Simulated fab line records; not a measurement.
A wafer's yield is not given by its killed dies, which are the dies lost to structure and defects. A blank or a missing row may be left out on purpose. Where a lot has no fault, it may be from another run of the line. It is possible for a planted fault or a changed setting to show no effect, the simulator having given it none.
The tool behind it: which one? :: flow nand harc :: Sampling: 7 lots, 21 wafers, 5 of 1159 route steps

== WHAT THE GAUGES READ, wafer by wafer ==
NHARC_A_BLC_INSPECT_28.
lot: L308
measured: day 18 18:49
on: defect inspect-02
raw defect count: 477 572 375

lot: L309
measured: day 18 20:01
on: defect inspect-01
raw defect count: 303 414 383

lot: L315
measured: day 20 02:41
on: defect inspect-01
raw defect count: 419 565 469

lot: L318
measured: day 21 20:38
on: defect inspect-02
raw defect count: 6633 6750 6584

lot: L317
measured: day 22 07:07
on: defect inspect-02
raw defect count: 6809 6565 6573

lot: L326
measured: day 22 16:01
on: defect inspect-02
raw defect count: 485 464 408

lot: L329
measured: day 22 21:10
on: defect inspect-02
raw defect count: 667 532 674

== TOOL THAT RAN EACH LOT (tool first, then ch and the chambers of the sampled wafers, then the start) ==
lot: L308
NHARC_A_BLC_DESCUM_15: rie diel-09 ch 0,1,2, day 18 06:35
NHARC_A_BLC_STRIP_21: rie diel-09 ch 0,1,3, day 18 07:44
NHARC_A_BLC_PVD_32: pvd sputter-01, day 18 18:25 or earlier
NHARC_A_BLC_CMP_25: cmp-03 ch 1,2,3, day 18 18:25

lot: L309
NHARC_A_BLC_DESCUM_15: rie diel-08 ch 0,1,3, day 18 10:32
NHARC_A_BLC_STRIP_21: rie diel-09 ch 0,1, day 18 11:43
NHARC_A_BLC_PVD_32: pvd sputter-01, day 18 19:38 or earlier
NHARC_A_BLC_CMP_25: cmp-01 ch 2,3, day 18 19:38

lot: L315
NHARC_A_BLC_DESCUM_15: rie diel-06 ch 1,2,3, day 19 16:33
NHARC_A_BLC_STRIP_21: rie diel-09 ch 2,3, day 19 17:41
NHARC_A_BLC_PVD_32: pvd sputter-02, day 20 02:17 or earlier
NHARC_A_BLC_CMP_25: cmp-04 ch 0,2,3, day 20 02:17

lot: L318
NHARC_A_BLC_DESCUM_15: rie diel-09 ch 0,2, day 21 14:40
NHARC_A_BLC_STRIP_21: rie diel-09 ch 0,3, day 21 15:48
NHARC_A_BLC_PVD_32: pvd sputter-03, day 21 20:13 or earlier
NHARC_A_BLC_CMP_25: cmp-01 ch 0,2, day 21 20:13

lot: L317
NHARC_A_BLC_DESCUM_15: rie diel-09 ch 0,3, day 22 04:10
NHARC_A_BLC_STRIP_21: rie diel-09 ch 0,2,3, day 22 05:19
NHARC_A_BLC_PVD_32: pvd sputter-03, day 22 06:42 or earlier
NHARC_A_BLC_CMP_25: cmp-01 ch 0,1,2, day 22 06:42

lot: L326
NHARC_A_BLC_DESCUM_15: rie diel-06 ch 1,2, day 22 12:43
NHARC_A_BLC_STRIP_21: rie diel-09 ch 1,2,3, day 22 14:04
NHARC_A_BLC_PVD_32: pvd sputter-02, day 22 15:35 or earlier
NHARC_A_BLC_CMP_25: cmp-03 ch 0,1,2, day 22 15:35

lot: L329
NHARC_A_BLC_DESCUM_15: rie diel-06 ch 0,1,3, day 22 17:48
NHARC_A_BLC_STRIP_21: rie diel-06 ch 2,3, day 22 18:56
NHARC_A_BLC_PVD_32: pvd sputter-03, day 22 20:46 or earlier
NHARC_A_BLC_CMP_25: cmp-04 ch 0,1,2, day 22 20:46
- NHARC_A_BLC_DESCUM_15: chemistry O2, time 3 s.
- NHARC_A_BLC_STRIP_21: strips in O2.
- NHARC_A_BLC_PVD_32: deposits Ti, target thk 5 nm, time 17.7 s.
- NHARC_A_BLC_CMP_25: polishes, t overpolish 30 s, target thk 150 nm.

== THE ANSWER, worked out from the rows above alone ==
Rule: the lots themselves supply what counts as usual. The widest of any qualifying gaps counts: lots, ordered by their means at a reading, are off when they make up no more than a third of the lots, leave a main group of 4 or more, and stand apart from it by 3 or more times the standard deviation of that group's means. A main group whose means are all the same, to the digits that the tables above print for the reading, isn't used. A lot without any number at a reading at which 4 lots or more have one is off too. All remaining lots with rows at the step are treated as sound.
Off: L318, L317 (NHARC_A_BLC_INSPECT_28, raw defect count). The main group has a mean of 480 with a standard deviation of 83.
A tool fits if, at a process step before that reading, it ran every lot that is off, and no sound lot after the first of them. Those tools and the gauges at NHARC_A_BLC_INSPECT_28 are tried in the same way. NHARC_A_BLC_PVD_32: start missing for some lots; hours and lot order therefore follow NHARC_A_BLC_CMP_25. This does not decide it: 2 tools fit, namely rie diel-09 at NHARC_A_BLC_DESCUM_15 and cmp-01 at NHARC_A_BLC_CMP_25.

== WHAT HAD BEEN PUT IN BY THE SIMULATOR ==
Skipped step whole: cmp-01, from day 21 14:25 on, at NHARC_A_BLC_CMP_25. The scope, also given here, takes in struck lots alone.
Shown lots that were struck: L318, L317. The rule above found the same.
